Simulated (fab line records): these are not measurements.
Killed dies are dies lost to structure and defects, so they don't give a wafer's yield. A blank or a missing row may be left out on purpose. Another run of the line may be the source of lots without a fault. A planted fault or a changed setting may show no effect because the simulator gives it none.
What tool caused it? | flow n5_finfet | 29 wafers from 11 lots sampled at 5 of the route's 1938 steps

== WHAT THE GAUGES SHOWED, per wafer ==
N5_BEOL_M2_THK_MEAS_01.
lot  | measured     | on            | M2_ILD_THK (nm)
L318 | day 6 12:44  | film_metro-01 | 78.6 77.5
L321 | day 7 06:41  | film_metro-02 | 76.9 77.5 77.8
L323 | day 7 12:40  | film_metro-02 | 78.8 79.1 77.5
L324 | day 7 20:41  | film_metro-02 | 79.9 78.6 81.0
L326 | day 8 06:19  | film_metro-02 | 77.8 78.1 78.3
L327 | day 9 03:32  | film_metro-02 | 78.0 79.0 79.1
L334 | day 10 14:39 | film_metro-02 | 77.8 78.3 78.0
L336 | day 10 22:53 | film_metro-02 | 79.5 80.8
L338 | day 11 19:43 | film_metro-02 | 77.9 78.0
L340 | day 12 01:44 | film_metro-02 | 78.6 79.6
L341 | day 12 03:18 | film_metro-02 | 76.0 78.4 77.9

N5_BEOL_M4_RC_MEAS_101.
lot  | measured     | on        | DIBL_N (mV/V)  | DIBL_P (mV/V)  | IOFF_N (nA/um)    | IOFF_P (nA/um) | ION_N (uA/um) | ION_P (uA/um) | SS_N (mV/dec)  | SS_P (mV/dec)  | VT_N (mV)   | VT_P (mV)
L318 | day 7 20:53  | prober-01 | 40.7 39.1      | 40.5 38.7      | 0.246 0.186       | 0.30 0.25      | 688 671       | 472 466       | 71.9 72.2      | 73.7 74.2      | 243 247     | -246 -248
L321 | day 9 01:31  | prober-01 | 37.0 38.2 39.1 | 35.5 37.4 37.2 | 0.146 0.175 0.185 | 0.23 0.26 0.27 | 678 678 683   | 464 474 467   | 71.7 71.3 72.3 | 72.9 73.4 73.3 | 249 247 247 | -247 -245 -243
L323 | day 9 10:43  | prober-02 | 37.8 38.3 40.5 | 37.0 36.7 40.7 | 0.155 0.152 0.222 | 0.22 0.22 0.30 | 679 662 699   | 473 469 477   | 71.5 71.8 72.4 | 73.6 73.4 74.5 | 251 253 246 | -249 -248 -244
L324 | day 9 12:29  | prober-01 | 37.1 37.2 36.6 | 36.7 35.5 35.7 | 0.159 0.166 0.150 | 0.21 0.20 0.19 | 679 671 683   | 467 459 461   | 72.0 72.2 71.2 | 73.0 72.8 72.2 | 250 247 249 | -252 -250 -250
L326 | day 10 06:52 | prober-01 | 34.8 36.5 34.3 | 33.0 35.5 33.7 | 0.131 0.164 0.126 | 0.20 0.24 0.21 | 651 671 648   | 456 465 454   | 71.4 71.7 70.7 | 72.0 73.1 73.1 | 253 249 254 | -250 -245 -246
L327 | day 10 15:08 | prober-01 | 37.8 38.0 37.6 | 38.9 39.1 38.2 | 0.187 0.190 0.177 | 0.29 0.29 0.27 | 684 688 673   | 478 479 469   | 71.4 72.1 71.1 | 73.6 73.4 73.6 | 246 248 248 | -243 -243 -244
L334 | day 12 13:32 | prober-01 | 35.6 36.2 33.8 | 35.3 35.9 34.1 | 0.145 0.151 0.119 | 0.19 0.20 0.16 | 679 674 669   | 464 459 461   | 71.6 71.7 70.7 | 72.9 73.0 71.9 | 250 250 253 | -253 -252 -253
L336 | day 12 16:46 | prober-01 | 36.1 34.9      | 36.7 35.5      | 0.142 0.133       | 0.19 0.18      | 666 673       | 457 463       | 71.4 71.2      | 73.5 72.8      | 254 252     | -251 -251
L338 | day 13 12:14 | prober-01 | 33.4 32.2      | 31.5 30.3      | 0.118 0.107       | 0.16 0.15      | 669 668       | 455 461       | 71.0 69.9      | 72.4 72.7      | 252 255     | -255 -254
L340 | day 13 18:03 | prober-01 | 36.7 35.5      | 35.4 34.4      | 0.172 0.151       | 0.21 0.20      | 682 684       | 463 465       | 71.5 71.0      | 73.3 73.7      | 247 246     | -250 -248
L341 | day 13 21:29 | prober-02 | 36.5 35.6 36.0 | 36.4 35.2 35.8 | 0.155 0.144 0.139 | 0.19 0.16 0.17 | 671 678 670   | 453 456 452   | 72.0 71.4 71.6 | 73.5 73.4 73.5 | 250 251 249 | -254 -257 -253

== WHICH TOOL RAN EACH LOT (tool, then ch and the chambers of the sampled wafers, then the start) ==
lot  | N5_BEOL_M1_SPUTTER_94        | N5_BEOL_M1_DEP_57               | N5_BEOL_M2_COAT_73
L318 | pvd_sputter-03, day 6 10:58  | pecvd-02 ch 1,2, day 6 12:32    | litho_track-05 ch 0, day 6 15:44
L321 | pvd_sputter-03, day 7 05:13  | pecvd-02 ch 0,1, day 7 06:30    | litho_track-01 ch 0, day 7 08:31
L323 | pvd_sputter-03, day 7 11:16  | pecvd-03 ch 1,2, day 7 12:28    | litho_track-05 ch 0, day 7 13:20
L324 | pvd_sputter-03, day 7 19:17  | pecvd-03 ch 1,2, day 7 20:29    | litho_track-04 ch 0, day 7 22:46
L326 | pvd_sputter-01, day 8 04:54  | pecvd-03 ch 0,1, day 8 06:07    | litho_track-05 ch 0, day 8 06:32
L327 | pvd_sputter-03, day 9 01:53  | pecvd-02 ch 0,1,2, day 9 03:06  | litho_track-05 ch 0, day 9 04:28
L334 | pvd_sputter-02, day 10 13:15 | pecvd-03 ch 0,1,2, day 10 14:27 | litho_track-01 ch 0, day 10 18:21
L336 | pvd_sputter-01, day 10 21:15 | pecvd-01 ch 1,2, day 10 22:41   | litho_track-01 ch 0, day 11 01:08
L338 | pvd_sputter-01, day 11 18:19 | pecvd-01 ch 0,2, day 11 19:31   | litho_track-05 ch 0, day 11 21:17
L340 | pvd_sputter-03, day 12 00:20 | pecvd-02 ch 0,1, day 12 01:33   | litho_track-05 ch 0, day 12 02:19
L341 | pvd_sputter-02, day 12 01:53 | pecvd-01 ch 0,1,2, day 12 03:05 | litho_track-05 ch 0, day 12 03:41
- N5_BEOL_M1_SPUTTER_94: material Cu, target thk 4.5 nm, time 8.29 s.
- N5_BEOL_M1_DEP_57: deposits SiCN from 3MS/NH3, target thk 8 nm, time 14 s.
- N5_BEOL_M2_COAT_73: time 60 s, resist thk 5 nm.

== AS READ BY THE TOOLS THEMSELVES (means over the sampled wafers that have a number; for cases with no such wafer, the mark the record gives instead) ==
N5_BEOL_M1_SPUTTER_94.
lot  | tool           | chamber_pressure_pa (Pa) | chuck_sensor_temp_C (C) | throttle_valve_pct (%)
L318 | pvd_sputter-03 | 0.07                     | -16.2                   | 30.1
L321 | pvd_sputter-03 | 0.07                     | -15.7                   | 30.4
L323 | pvd_sputter-03 | 0.07                     | -16.0                   | 30.5
L324 | pvd_sputter-03 | 0.07                     | -15.7                   | 30.5
L326 | pvd_sputter-01 | 0.07                     | -15.5                   | 30.3
L327 | pvd_sputter-03 | 0.07                     | -15.6                   | 30.5
L334 | pvd_sputter-02 | 0.07                     | -15.3                   | 30.0
L336 | pvd_sputter-01 | 0.07                     | -15.9                   | 31.4
L338 | pvd_sputter-01 | 0.07                     | -15.9                   | 30.4
L340 | pvd_sputter-03 | 0.07                     | -15.9                   | 29.6
L341 | pvd_sputter-02 | 0.07                     | -15.7                   | 29.7

N5_BEOL_M1_DEP_57.
lot  | tool     | showerhead_plenum_p_Torr (Torr) | throttle_valve_pct (%)
L318 | pecvd-02 | 3.675                           | 9.3
L321 | pecvd-02 | 3.660                           | 9.4
L323 | pecvd-03 | 3.677                           | 8.7
L324 | pecvd-03 | 3.673                           | 9.0
L326 | pecvd-03 | 3.668                           | 9.4
L327 | pecvd-02 | 3.660                           | 9.3
L334 | pecvd-03 | 3.676                           | 9.2
L336 | pecvd-01 | 3.668                           | 8.9
L338 | pecvd-01 | 3.673                           | 8.4
L340 | pecvd-02 | 3.655                           | 9.6
L341 | pecvd-01 | 3.659                           | 8.7

N5_BEOL_M2_COAT_73.
lot  | tool           | heater_power_total_W (W) | plate_temp_C (C) | resist_line_temp_C (C)
L318 | litho_track-05 | 391.2                    | 205.02           | 22.95
L321 | litho_track-01 | 391.2                    | 205.06           | 23.10
L323 | litho_track-05 | 391.4                    | 204.93           | 23.02
L324 | litho_track-04 | 391.9                    | 205.01           | 23.17
L326 | litho_track-05 | 371.9                    | 196.35           | 23.02
L327 | litho_track-05 | 370.5                    | 196.59           | 22.96
L334 | litho_track-01 | 391.4                    | 205.03           | 22.92
L336 | litho_track-01 | 392.8                    | 204.89           | 23.10
L338 | litho_track-05 | 390.6                    | 205.07           | 22.91
L340 | litho_track-05 | 390.8                    | 205.12           | 22.96
L341 | litho_track-05 | 391.1                    | 205.07           | 22.92

== THE ANSWER, worked out from the rows above alone ==
Rule: the usual values come from the lots themselves. The widest of any qualifying gaps counts: lots, ordered by their means at a reading, are off when they make up no more than a third of the lots, leave a main group of 4 or more, and stand apart from it by 3 or more times the standard deviation of that group's means. A main group whose means are all the same, to the digits that the tables above print for the reading, isn't used. Also off: a lot with no number at a reading for which 4 or more lots have one. All remaining lots with rows at the step are treated as sound. First the gauges in route order, then the tools' own readings, where a lot's mean is used as printed above. At the first step where some lot is off, the reading lying furthest off is the one used; lots without a number count as furthest.
Off: L326, L327 (N5_BEOL_M2_COAT_73, plate_temp_C). For the main group the mean is 205.02 C and the standard deviation 0.068.
A tool fits if, at that step or a process step before it, it ran every lot that is off, and no sound lot after the first of them. Of those tried, none fits.

== WHAT HAD BEEN PUT IN BY THE SIMULATOR ==
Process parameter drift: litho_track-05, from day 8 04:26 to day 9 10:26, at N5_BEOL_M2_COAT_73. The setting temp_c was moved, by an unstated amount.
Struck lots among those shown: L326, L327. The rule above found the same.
